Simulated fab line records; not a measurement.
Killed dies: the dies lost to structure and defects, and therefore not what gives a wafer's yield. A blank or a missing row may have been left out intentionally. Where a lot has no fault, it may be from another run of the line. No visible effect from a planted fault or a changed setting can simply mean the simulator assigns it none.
fab line records -- flow n5Finfet
record: lots: 7, wafers: 39
route steps=1938 shown FIN_SAQP@96 FIN_CUT@169 DUMMY_GATE@228 HKMG_FIN@442 GATE_CUT@469 MOL_CONTACT_COAG@584 BEOL_M4@1111
startH: hours from the record's first day to the start of the lot's first wafer shown -- waitH: how many hours have passed since the lot's step before this one -- " the same as in the row above -- L1.1+2: one row covering several wafers at once -- - no value, or no start was given -- * or withheld: withheld -- < > ~ a bound
route shown NAME@n: names a module that has steps shown in the file, with the first one's number in the route -- usual: mean and standard deviation over wafers with no fault -- same: alike in all rows -- chamber/n: place in a boat -- sites: readings site by site -- _std_site: their standard deviation -- _edge_site: mean of outer sites minus mean of inner sites -- radiusMm: how far each site lies from the wafer's centre -- mask NAME#n: copy n -- behind: the tool/chamber that last shaped the wafer -- hold: the reason the lot was held/the length of the hold in hours/how it ended -- device: which transistor (n, p or np) failed to switch -- end of line: the route-end tests of the same wafers -- for a step that has no rows: nothing shown but its recipe -- killed: count of dies lost to structure and defects at first sort (not the wafer's yield) -- map: shows each die of a wafer: x if killed, . if not, _ if none is there
set.NAME: the run value of the setting; set.NAME@STEP: its run value at that earlier step -- model.NAME: the simulator's own value behind a step, which no gauge read
one table per step and one row per wafer, for lots whose settings were changed on purpose
== steps ==
step: N5_FIN_SAQP_HM_DEP_03
recipe: material: SiNx, targetThkA: 380, tempC: 400, precursor: SiH4/NH3/N2, pressureTorr: 1.5, rfW: 300, timeS: 33.6
step: N5_FIN_CUT_ETCH_21
recipe: chemistry: N2/H2, target: SOC, targetDepthA: 2190, overetchA: 438, maskMaterial: SiARC, tempC: 40, ionEnergyEv: 100, biasW: 61, timeS: 523.5, pressureMtorr: 30, sourceW: 850, n2FlowSccm: 200, h2FlowSccm: 200
step: N5_FIN_CUT_CUT_ETCH_15
recipe: chemistry: HBr/Cl2/O2, target: Si, targetDepthA: 1000, btTimeS: 10, maskMaterial: SOC, timeS: 42.4, ionEnergyEv: *, biasW: *, pressureMtorr: 10, icpW: 800, HBr_flow_sccm: 150, Cl2_flow_sccm: 80, O2_flow_sccm: 12
step: N5_DUMMY_GATE_EXPOSE_12
recipe: maskId: GATE, na: 0.33, sourceShape: annular, sigmaInner: 0.2, sigmaOuter: 0.6, polarization: unpolarized, targetCdNm: 25, doseMj: 34
step: N5_HKMG_FIN_ALD_91
recipe: material: TiN, targetThkA: 10, tempC: 400, aldPrecursorFamily: TiCl4, aldCoReactant: NH3, pulseTimeS: 1, purgeTimeS: 3, coReactantPurgeTimeS: 2, coReactantPulseTimeS: 2, aldCycles: 47, pressureTorr: 3
step: N5_GATE_CUT_ETCH_58
recipe: chemistry: CH3F/O2, target: SiNx, targetDepthA: 170, timeS: 128.6, ionEnergyEv: 50, pressureMtorr: 30, sourceW: 415, biasW: 21, Ar_flow_sccm: 150, CH3F_flow_sccm: 30, O2_flow_sccm: 20
step: N5_MOL_CONTACT_COAG_ETCHBACK_135
recipe: chemistry: CHF3, target: SiO2, targetDepthA: 250, timeS: 16.7, ionEnergyEv: 200, pressureMtorr: 30, sourceW: 610, biasW: 170, Ar_flow_sccm: 200, CHF3_flow_sccm: 50
step: N5_MOL_CONTACT_COAG_ETCH_124
recipe: chemistry: CH3F/O2, target: SiNx, targetDepthA: 65, maskMaterial: SOC, stopOn: SiOC, overEtchFrac: 0.3, ionEnergyEv: 120, pressureMtorr: 30, sourceW: 395, biasW: 73, Ar_flow_sccm: 150, CH3F_flow_sccm: 30, O2_flow_sccm: 20, ends: endPoint
step: N5_BEOL_M4_RC_MEAS_101
usual: IOFF_N_LONG: 5.58e-05/2.6e-06, VT_N_LONG: 274.5/2
lot.wafer,tool,chamber,startH,waitH,set.timeS@FIN_SAQP_HM_DEP_03,set.timeS@FIN_CUT_ETCH_21,set.biasW@FIN_CUT_CUT_ETCH_15,set.doseMj@DUMMY_GATE_EXPOSE_12,set.tempC@HKMG_FIN_ALD_91,set.timeS@GATE_CUT_ETCH_58,set.targetDepthA@MOL_CONTACT_COAG_ETCHBACK_135,set.targetDepthA@MOL_CONTACT_COAG_ETCH_124,IOFF_N_LONG[nA/um],VT_N_LONG[mV]
L079.1,prober-01,0,194.50,0.0,30.17,523.5,*,34,400,128.6,250,65,5.29e-05,274.6
L079.2,prober-01,0,194.50,0.0,30.17,600.6,*,34,400,128.6,250,65,5.37e-05,274.4
L079.3,prober-01,0,194.50,0.0,30.17,600.6,*,34,400,128.6,250,69.71,5.27e-05,276.8
L079.4,prober-01,0,194.50,0.0,33.6,523.5,*,34,400,128.6,250,69.71,5.24e-05,278.6
L079.5,prober-01,0,194.50,0.0,33.6,600.6,*,34,400,128.6,250,65,5.15e-05,273.9
L079.6,prober-01,0,194.50,0.0,33.6,523.5,*,34,400,128.6,250,69.71,5.36e-05,278.1
L081.1,prober-01,0,201.14,0.0,33.6,523.5,*,34,400,128.6,225,69.71,5.51e-05,272.1
L081.2,prober-01,0,201.14,0.0,33.6,645.3,*,31.39,400,128.6,250,69.71,5.49e-05,274.1
L081.3,prober-01,0,201.14,0.0,33.6,523.5,*,31.39,406.4,128.6,250,69.71,5.11e-05,277.6
L081.4,prober-01,0,201.14,0.0,33.6,645.3,*,34,400,128.6,225,65,5.29e-05,272.6
L081.5,prober-01,0,201.14,0.0,33.6,645.3,*,31.39,406.4,128.6,225,65,5.13e-05,278.1
L081.6,prober-01,0,201.14,0.0,33.6,523.5,*,34,406.4,128.6,250,65,5.06e-05,277.0
L083.1,prober-02,0,220.88,0.0,30.34,523.5,*,34,400,137.6,250,60.52,5.55e-05,277.6
L083.2,prober-02,0,220.88,0.0,30.34,523.5,*,34,415,137.6,217.3,60.52,4.63e-05,284.3
L083.3,prober-02,0,220.88,0.0,30.34,523.5,*,34,415,128.6,250,65,4.83e-05,280.2
L083.4,prober-02,0,220.88,0.0,33.6,523.5,*,34,415,128.6,250,60.52,4.66e-05,281.0
L083.5,prober-02,0,220.88,0.0,33.6,523.5,*,34,400,137.6,217.3,65,5.34e-05,275.9
L083.6,prober-02,0,220.88,0.0,33.6,523.5,*,34,400,128.6,217.3,65,5.56e-05,274.9
L087.1,prober-01,0,248.35,0.0,38.07,399.6,*,34,386.8,150.5,262.3,60.29,-,-
L087.2,prober-01,0,248.35,0.0,38.07,523.5,*,35.96,386.8,150.5,262.3,65,6.43e-05,267.4
L087.3,prober-01,0,248.35,0.0,33.6,523.5,*,34,386.8,128.6,250,65,6.28e-05,270.2
L087.4,prober-01,0,248.35,0.0,33.6,523.5,*,35.96,400,150.5,250,65,5.37e-05,274.7
L087.5,prober-01,0,248.35,0.0,38.07,399.6,*,35.96,400,128.6,262.3,60.29,-,-
L087.6,prober-01,0,248.35,0.0,33.6,399.6,*,34,400,128.6,250,60.29,-,-
L088.1,prober-02,0,249.11,0.3,33.6,523.5,*,34,400,150.2,241,65,5.57e-05,274.4
L088.2,prober-02,0,249.11,0.3,33.6,482.8,*,34,400,128.6,241,58.24,5.72e-05,272.7
L088.3,prober-02,0,249.11,0.3,33.6,523.5,*,34,400,128.6,250,58.24,5.64e-05,273.2
L088.4,prober-02,0,249.11,0.3,33.6,482.8,*,34,400,150.2,250,65,5.61e-05,272.5
L088.5,prober-02,0,249.11,0.3,33.6,482.8,*,34,400,128.6,250,65,5.67e-05,274.3
L088.6,prober-02,0,249.11,0.3,33.6,523.5,*,34,400,150.2,241,58.24,5.59e-05,272.9
L091.4,prober-01,0,269.99,0.5,33.6,523.5,*,34,400,128.6,250,65,5.11e-05,276.2
L091.5,prober-01,0,269.99,0.5,33.6,523.5,*,34,400,128.6,250,65,5.15e-05,275.6
L091.6,prober-01,0,269.99,0.5,33.6,523.5,*,34,400,128.6,250,65,5.05e-05,276.0
L092.1,prober-01,0,274.06,0.0,33.6,523.5,*,31.74,400,116.4,250,61.73,5.93e-05,270.8
L092.2,prober-01,0,274.06,0.0,33.6,523.5,*,34,414.6,116.4,250,61.73,4.97e-05,280.4
L092.3,prober-01,0,274.06,0.0,33.6,523.5,*,31.74,414.6,128.6,250,61.73,5.01e-05,279.5
L092.4,prober-01,0,274.06,0.0,33.6,523.5,*,34,414.6,128.6,250,65,5.06e-05,279.3
L092.5,prober-01,0,274.06,0.0,33.6,523.5,*,31.74,400,128.6,250,65,5.91e-05,272.9
L092.6,prober-01,0,274.06,0.0,33.6,523.5,*,34,400,116.4,250,65,5.78e-05,274.5
== key ==
split: step: N5_FIN_SAQP_HM_DEP_03, setting: timeS, statedAs: 33.6
response none clear
split: step: N5_FIN_CUT_ETCH_21, setting: timeS, statedAs: 523.5
response none clear
split: step: N5_FIN_CUT_CUT_ETCH_15, setting: biasW, statedAs: *
response none clear
split: step: N5_DUMMY_GATE_EXPOSE_12, setting: doseMj, statedAs: 34
response none clear
split: step: N5_HKMG_FIN_ALD_91, setting: tempC, statedAs: 400
response: step: N5_BEOL_M4_RC_MEAS_101, reading: IOFF_N_LONG, slope: -2.33e-06, per: 1%, togetherWith: all, explained: 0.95
response: step: N5_BEOL_M4_RC_MEAS_101, reading: VT_N_LONG, slope: +1.89, per: 1%, togetherWith: all, explained: 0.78
split: step: N5_GATE_CUT_ETCH_58, setting: timeS, statedAs: 128.6
response none clear
split: step: N5_MOL_CONTACT_COAG_ETCHBACK_135, setting: targetDepthA, statedAs: 250
response none clear
split: step: N5_MOL_CONTACT_COAG_ETCH_124, setting: targetDepthA, statedAs: 65
response none clear
